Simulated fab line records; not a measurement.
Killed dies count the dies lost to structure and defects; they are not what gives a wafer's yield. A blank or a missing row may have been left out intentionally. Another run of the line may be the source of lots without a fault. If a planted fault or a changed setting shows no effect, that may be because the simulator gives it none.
A struck lot beside a sound one	flow n5Finfet	39 out of 1938 route steps
Sound: these wafers, L662.1, L662.5, L662.6. Struck: wafer L663.5. (L663.2, L663.6 of the same lot were not struck and are left out.) The cause comes at the end.
At each step with rows: each side's tool, then ch and its chambers, then its first start. Under that, the readings that differ: sound wafers	struck wafers	difference of the means	sigmas: that difference in standard deviations of wafers without a fault.
alike: same words and numbers on both sides, and readings whose means sit less than 2 such deviations apart. not compared: any withheld reading, any reading some wafer has no value for, any bound like >300 that may hide the same value, and any number with overlapping values for which the record gives no deviation.
A row with sigmas, a row that says differs or no value, or rows on one side alone: a step with any of these is where the two part. Non-overlapping numbers with no deviation appear without sigmas and do not part them. A reading missing from all wafers of one side parts the sides only when that side holds two or more wafers.

first, 9 steps without rows for these wafers: N5_MOL_CONTACT_COAG_PRE_CLEAN_142 (time 60 s); N5_MOL_CONTACT_COAG_SPUTTER_130 (material Co, target thk 47.5 nm); N5_MOL_CONTACT_COAG_PRECLEAN_125 (cleans in DIW, time 57.5 s); N5_MOL_CONTACT_COAG_SRD_126 (dry time 32 s); N5_MOL_CONTACT_COAG_CMP_23 (polishes, stops on SiO2, t overpolish 1.5 s, target thk 0 nm); N5_MOL_CONTACT_COAG_WET_ETCH_26 (target Co, target depth 13 nm); N5_MOL_CONTACT_COAG_WET_ETCH_116 (etches the open film in SC1-inhibited, target depth 4.6 nm, rinse time 30 s); N5_MOL_CONTACT_COAG_ALD_27 (deposits SiOC, target thk 17 nm, pulse time 1.5 s, time 2720 s); N5_MOL_CONTACT_COAG_CMP_28 (polishes, stops on SiNx, t overpolish 0.85 s, target thk 14.522 nm).
N5_MOL_CONTACT_COAG_ALD_123: deposits SiNx, target thk 5 nm, pulse time 1 s, purge time 2 s.
  sound on aldSin-01 ch 1,2,3, day 6 08:55; struck on aldSin-01 ch 1, day 6 14:36
reading	sound	struck	difference	sigmas
aldCycles	100 100 100	187	+87	
model.SiNx_of_MOL_CONTACT_COAG_ALD_123.thkNm (nm)	5 5 5	9.4	+4.4	
  alike: heaterPowerOuterW, heaterPowerW, precursorPulseHeightRel
then, 26 steps without rows for these wafers: N5_MOL_CONTACT_COAG_PECVD_31 (deposits SiO2 from TEOS/O2, target thk 46 nm, time 8.9 s); N5_MOL_CONTACT_COAG_COAT_75 (time 60 s, resist thk 60 nm); N5_MOL_CONTACT_COAG_COAT_76 (time 60 s, resist thk 10 nm); N5_MOL_CONTACT_COAG_COAT_77 (time 60 s, resist thk 10 nm); N5_MOL_CONTACT_COAG_COAT_78 (resist thk 40 nm); N5_MOL_CONTACT_COAG_EBR_80; N5_MOL_CONTACT_COAG_SOFTBAKE_79 (time 60 s); N5_MOL_CONTACT_COAG_EXPOSE_81 (exposes mask VG, defocus 0 nm); N5_MOL_CONTACT_COAG_PEB_82 (peb time 60 s); N5_MOL_CONTACT_COAG_DEVELOP_83 (develop time 30 s); N5_MOL_CONTACT_COAG_DESCUM_88 (chemistry O2, time 7 s); N5_MOL_CONTACT_COAG_ETCH_89 (etches underlayer in N2/H2, target depth 13 nm, time 10.4 s); N5_MOL_CONTACT_COAG_ETCH_90 (etches SiARC in CF4, target depth 13 nm, time 21.7 s); N5_MOL_CONTACT_COAG_ALD_131 (deposits SiO2, target thk 5 nm, pulse time 1 s, co reactant pulse time 1 s); N5_MOL_CONTACT_COAG_ETCHBACK_132 (etches SiO2 in CHF3, target depth 10 nm, time 6.7 s); N5_MOL_CONTACT_COAG_ETCH_91 (etches SOC in N2/H2, target depth 60 nm, overetch 21 nm, time 101.2 s); N5_MOL_CONTACT_COAG_STRIP_92 (strips in N2/H2); N5_MOL_CONTACT_COAG_STRIP_93 (strips in N2/H2); N5_MOL_CONTACT_COAG_ETCHBACK_135 (etches SiO2 in CHF3, target depth 25 nm, time 16.7 s); N5_MOL_CONTACT_COAG_STRIP_118 (strips in CHF3); N5_MOL_CONTACT_COAG_VIA_ETCH_46 (etches SiO2 in C4F6/O2, target depth 46 nm, overetch 9.2 nm, time 40 s); N5_MOL_CONTACT_COAG_STRIP_96 (strips in N2/H2); N5_MOL_CONTACT_COAG_ETCH_47 (etches SiNx in CH3F/O2, stops on W, target depth 27 nm); N5_MOL_CONTACT_COAG_STRIP_119 (strips in N2/H2, time 30 s); N5_MOL_CONTACT_COAG_PRECLEAN_144 (cleans in alkaline clean, time 60 s); N5_MOL_CONTACT_COAG_SRD_145 (time 30 s).
N5_MOL_CONTACT_COAG_ETCH_124: etches SiNx in CH3F/O2, stops on SiOC, target depth 6.5 nm.
  sound on rieDiel-01 ch 0,1, day 6 12:01; struck on rieDiel-05 ch 0, day 6 17:58
reading	sound	struck	difference	sigmas
model.etch.depthNm (nm)	5.012 4.969 4.978	6.465	+1.479	
  alike: drypumpMotorCurrentA, oesProductAu, rfVppV, showerheadPlenumPTorr, throttleValvePct
  not compared: rfHoursCounterH
N5_BEOL_M4_RC_MEAS_101:
  the record has rows for the sound wafers here (prober-01 ch 0, day 9 03:14) and none for the struck ones
-- record jumps: 6 days separate the struck wafers' starts on either side; left off in module BEOL_M4, taken up again in module PASSIVATION, whose first shown step is the route's number 1936 --
N5_PASSIVATION_PROBE_49:
  sound on prober-02, day 12 16:10; struck on prober-01, day 12 19:53
reading	sound	struck	difference	sigmas
defectLimitedYield (%)	91.5 93.2 92.0	0	-92	-66
killedAtContacts	3 10 20	1086	+1075	+99 or more
killedDies	100 80 94	1180	+1089	+64
killedOnRim	13 7 11	152	+142	+37
sort_bin_5_function (%)	5.3 4.2 4.7	96.5	+91.8	+94
sortNPass	1080 1100 1086	0	-1089	-64
sortYieldPct (%)	91.5 93.2 92.0	0	-92	-66
  alike: killed_at_M0_to_M3, killed_at_M4_up, killedAtFrontEnd, killedAtOther, killedOpen, killedShort, sort_bin_6_memory

WHERE THEY PART
At N5_BEOL_M4_RC_MEAS_101 first; at N5_PASSIVATION_PROBE_49 last (within this record only).

WHY: what the simulator had put in
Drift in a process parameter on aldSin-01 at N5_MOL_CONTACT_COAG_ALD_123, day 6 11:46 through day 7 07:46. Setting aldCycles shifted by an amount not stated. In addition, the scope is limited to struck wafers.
